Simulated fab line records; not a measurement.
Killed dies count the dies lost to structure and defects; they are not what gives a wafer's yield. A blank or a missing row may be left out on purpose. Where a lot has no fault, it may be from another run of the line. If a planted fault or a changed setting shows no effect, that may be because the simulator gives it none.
What tool caused it? | flow nand harc | 12 lots with 34 wafers sampled at 4 steps, on a route of 1302 steps

## WHAT THE GAUGES READ, wafer by wafer
Not one reading of a measure or inspect step in the record can be checked against a usual standard deviation.

## TOOL THAT RAN EACH LOT (tool first, then ch and the chambers of the sampled wafers, then the start)
lot  | NHARC_A_CHANNEL_HOLE_D2_ETCH_21  | NHARC_A_CHANNEL_HOLE_D2_ETCH_23  | NHARC_A_CHANNEL_HOLE_D2_XSEM_32 | NHARC_A_CHANNEL_FILL_D2_ALD_16
L757 | har etch-02 ch 0,1, day 12 17:18 | har etch-02 ch 0,1, day 12 18:19 | xsem-01 ch 0, day 12 22:29      | ald hk-03 ch 0,1,2, day 13 13:08
L759 | har etch-02 ch 0, day 13 17:15   | har etch-02 ch 0, day 13 19:22   | xsem-02 ch 0, day 14 02:03      | ald hk-03 ch 0,1,2, day 14 14:41
L761 | har etch-01 ch 0,1, day 14 19:19 | har etch-01 ch 0,1, day 14 20:20 | xsem-01 ch 0, day 15 00:30      | ald hk-03 ch 0,1,3, day 15 13:02
L762 | har etch-01 ch 0,1, day 15 04:23 | har etch-01 ch 0,1, day 15 05:26 | xsem-02 ch 0, day 15 09:30      | ald hk-03 ch 0,2, day 15 22:01
L767 | har etch-02 ch 0,1, day 17 13:07 | har etch-02 ch 0,1, day 17 14:14 | xsem-01 ch 0, day 17 18:38      | ald hk-02 ch 1,2,3, day 18 07:18
L768 | har etch-01 ch 0,1, day 17 13:34 | har etch-01 ch 0,1, day 17 14:35 | xsem-02 ch 0, day 17 18:45      | ald hk-02 ch 0,3, day 18 07:07
L771 | har etch-02 ch 0,1, day 19 09:40 | har etch-02 ch 0,1, day 19 10:42 | xsem-01 ch 0, day 19 14:45      | ald hk-01 ch 0,2,3, day 20 03:20
L770 | har etch-01 ch 0,1, day 19 11:59 | har etch-01 ch 0,1, day 19 13:10 | xsem-02 ch 0, day 19 16:56      | ald hk-02 ch 0,1, day 20 03:25
L776 | har etch-02 ch 0,1, day 21 02:13 | har etch-02 ch 0,1, day 21 03:14 | xsem-02 ch 0, day 21 07:24      | ald hk-01 ch 1,2,3, day 21 19:48
L777 | har etch-02 ch 0,1, day 21 18:25 | har etch-02 ch 0,1, day 21 19:28 | xsem-01 ch 0, day 21 23:31      | ald hk-02 ch 0,1,3, day 22 12:02
L779 | har etch-01 ch 0,1, day 22 08:08 | har etch-01 ch 0,1, day 22 09:11 | xsem-01 ch 0, day 22 13:16      | ald hk-03 ch 0,1,2, day 23 04:05
L780 | har etch-01 ch 0,1, day 22 21:23 | har etch-01 ch 0,1, day 22 22:31 | xsem-01 ch 0, day 23 02:22      | ald hk-02 ch 0,1,2, day 23 16:14
- NHARC_A_CHANNEL_HOLE_D2_ETCH_21: etches the open film in C4F8/O2/Ar, time 514.3 s, target depth 1600 nm.
- NHARC_A_CHANNEL_HOLE_D2_ETCH_23: etches the open film in C4F8/O2/Ar, time 819 s, target depth 1600 nm.
- NHARC_A_CHANNEL_HOLE_D2_XSEM_32
- NHARC_A_CHANNEL_FILL_D2_ALD_16: deposits SiO2, target thk 1.5 nm, pulse time 10 s, ald cycles 15.

## WHAT THE TOOLS THEMSELVES READ (means of the sampled wafers that have a number; where no wafer has one, the mark that the record gives instead)
NHARC_A_CHANNEL_HOLE_D2_ETCH_21. Usual: chamber pressure mTorr 19.999 mTorr, standard deviation 0.017; drypump motor current A 5.84 A, standard deviation 0.19; showerhead plenum p Torr 3.69 Torr, standard deviation 0.1; throttle valve pct 32.154 %, standard deviation 0.0093.
lot  | tool        | chamber pressure mTorr (mTorr) | drypump motor current A (A) | showerhead plenum p Torr (Torr) | throttle valve pct (%) | flag
L757 | har etch-02 | 20.011                         | 5.88                        | 3.49                            | 32.149                 |
L759 | har etch-02 | 20.001                         | 5.63                        | 3.65                            | 32.152                 |
L761 | har etch-01 | 20.009                         | 5.93                        | 3.69                            | 32.150                 |
L762 | har etch-01 | 20.004                         | 5.95                        | 3.69                            | 32.142                 |
L767 | har etch-02 | 19.986                         | 5.76                        | 3.72                            | 32.148                 |
L768 | har etch-01 | 19.997                         | 5.85                        | 3.67                            | 32.156                 |
L771 | har etch-02 | 20.003                         | 5.77                        | 3.71                            | 32.148                 |
L770 | har etch-01 | 20.017                         | 5.88                        | 3.65                            | 32.156                 |
L776 | har etch-02 | 19.984                         | 5.91                        | 3.79                            | 32.159                 |
L777 | har etch-02 | 19.983                         | 5.77                        | 3.69                            | 32.161                 |
L779 | har etch-01 | 20.011                         | 5.92                        | 3.63                            | 32.150                 |
L780 | har etch-01 | 19.986                         | 5.81                        | 3.62                            | 32.158                 |

NHARC_A_CHANNEL_HOLE_D2_ETCH_23. Usual: chamber pressure mTorr 20.000 mTorr, standard deviation 0.017; drypump motor current A 5.84 A, standard deviation 0.2; showerhead plenum p Torr 3.69 Torr, standard deviation 0.1; throttle valve pct 32.154 %, standard deviation 0.0087.
lot  | tool        | chamber pressure mTorr (mTorr) | drypump motor current A (A) | showerhead plenum p Torr (Torr) | throttle valve pct (%) | flag
L757 | har etch-02 | 20.013                         | 5.89                        | 3.49                            | 32.149                 |
L759 | har etch-02 | 20.002                         | 5.65                        | 3.65                            | 32.147                 |
L761 | har etch-01 | 20.009                         | 5.95                        | 3.69                            | 32.145                 |
L762 | har etch-01 | 19.980                         | 5.95                        | 3.69                            | 32.156                 |
L767 | har etch-02 | 20.004                         | 5.79                        | 3.72                            | 32.152                 |
L768 | har etch-01 | 20.006                         | 5.89                        | 3.66                            | 32.164                 |
L771 | har etch-02 | 20.006                         | 5.77                        | 3.70                            | 32.155                 |
L770 | har etch-01 | 20.004                         | 5.90                        | 3.65                            | 32.151                 |
L776 | har etch-02 | 20.001                         | 5.90                        | 3.79                            | 32.152                 |
L777 | har etch-02 | 19.988                         | 5.76                        | 3.69                            | 32.158                 |
L779 | har etch-01 | 19.988                         | 5.93                        | 3.63                            | 32.147                 |
L780 | har etch-01 | 19.997                         | 5.80                        | 3.62                            | 32.164                 |

NHARC_A_CHANNEL_HOLE_D2_XSEM_32. Usual: bot cd nm 74.8 nm, standard deviation 1.4; bow nm 8.63 nm, standard deviation 0.22; tilt deg 0.08 degrees, standard deviation 0.048.
lot  | tool    | bot cd nm (nm) | bow nm (nm) | tilt deg (degrees) | flag
L757 | xsem-01 | 75.5           | 8.32        | 0.14               |
L759 | xsem-02 | 74.9           | 8.57        | -0.02              |
L761 | xsem-01 | 75.8           | 8.96        | 0.16               |
L762 | xsem-02 | 73.2           | 8.72        | 0.09               |
L767 | xsem-01 | 74.5           | 8.78        | 0.10               |
L768 | xsem-02 | 74.0           | 8.41        | 0.11               |
L771 | xsem-01 | 74.2           | 8.85        | 0.06               |
L770 | xsem-02 | 76.0           | 8.84        | 0.08               |
L776 | xsem-02 | 74.6           | 8.47        | 0.10               |
L777 | xsem-01 | 76.3           | 8.30        | 0.09               |
L779 | xsem-01 | 76.4           | 8.34        | 0.01               |
L780 | xsem-01 | 74.7           | 8.29        | 0.05               |

NHARC_A_CHANNEL_FILL_D2_ALD_16. Usual: heater power w 483 W, standard deviation 55; precursor pulse height rel 0.998, standard deviation 0.017.
lot  | tool      | heater power w (W) | precursor pulse height rel | flag
L757 | ald hk-03 | 486                | 1.003                      |
L759 | ald hk-03 | 477                | 0.973                      |
L761 | ald hk-03 | 470                | 1.005                      |
L762 | ald hk-03 | 454                | 0.993                      |
L767 | ald hk-02 | 444                | 1.019                      |
L768 | ald hk-02 | 505                | 1.008                      |
L771 | ald hk-01 | 477                | 0.999                      |
L770 | ald hk-02 | 547                | 1.000                      |
L776 | ald hk-01 | 495                | 0.982                      |
L777 | ald hk-02 | 513                | 0.992                      |
L779 | ald hk-03 | 489                | 0.988                      |
L780 | ald hk-02 | 483                | 0.989                      |

## THE ANSWER, worked out from the rows above alone
Rule: a lot counts as off when the mean over its wafers that have a number is more than 3 standard deviations away from the usual mean. Also off: a lot with no number at a reading for which 4 or more lots have one. Where the step has rows for the other lots, those lots are counted as sound. After the gauges, taken in route order, come the tools' own readings; for these a lot's mean is taken, as printed above. At the first step where some lot is off, the reading lying furthest off is the one used; lots without a number count as furthest.
Across all readings shown, no lot is off: no conclusion can be drawn from this.

## WHAT THE SIMULATOR PUT IN
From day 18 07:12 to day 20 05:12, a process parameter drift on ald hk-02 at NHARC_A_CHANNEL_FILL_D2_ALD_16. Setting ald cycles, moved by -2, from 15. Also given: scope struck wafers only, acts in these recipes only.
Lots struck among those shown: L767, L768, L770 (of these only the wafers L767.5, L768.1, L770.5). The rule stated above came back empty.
